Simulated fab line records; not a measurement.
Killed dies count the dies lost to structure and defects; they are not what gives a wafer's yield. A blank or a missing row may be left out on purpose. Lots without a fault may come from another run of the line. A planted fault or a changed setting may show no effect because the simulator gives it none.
Chamber matching | flow nand_harc | NHARC_A_SGD_CUT_DEP_00 on pecvd-04 has 3 sister chambers
The step deposits SiNx, target thk 50 nm. 6 wafers are shown with their chamber, then 7 later ones without.

== WAFERS, EACH WITH ITS CHAMBER ==
wafer  | chamber | heater_power_w (W)
L082.4 | 2       | 716
L082.5 | 1       | 742
L087.5 | 0       | 705
L087.6 | 1       | 819
L085.1 | 0       | 634
L085.2 | 2       | 693

== WAFERS WITH NO CHAMBER GIVEN ==
wafer  | heater_power_w (W)
L085.5 | 644
L095.3 | 853
L095.4 | 636
L095.5 | 868
L094.1 | 640
L094.3 | 716
L094.6 | 717

== WHICH CHAMBER EACH ONE RAN IN ==
wafer  | from the rows above          | in truth
L085.5 | can't be placed: 0 or 2      | 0
L095.3 | can't be placed: 1 or 2      | 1
L095.4 | can't be placed: 0 or 2      | 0
L095.5 | can't be placed: 1 or 2      | 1
L094.1 | can't be placed: 0 or 2      | 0
L094.3 | can't be placed: 2 or 0 or 1 | 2
L094.6 | can't be placed: 2 or 0 or 1 | 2
Correct placement for 0 of the 7. Unplaceable from these rows: 7, with the true chamber sitting among the candidates in 7. Wrongly placed: 0.
How it was worked out, from the rows above alone: a wafer's distance from a chamber is the root of the sum, over the readings, of the square of ((its reading less the chamber's mean) divided by the reading's scatter). If the next closest chamber is less than 2 further off than the closest, the wafer can't be placed; otherwise it belongs to the closest. Each chamber's mean is taken over the wafers shown for it. The scatter: take each reading less its chamber's mean, square it, sum over the shown wafers, divide by the number of wafers less the number of chambers, and take the root.
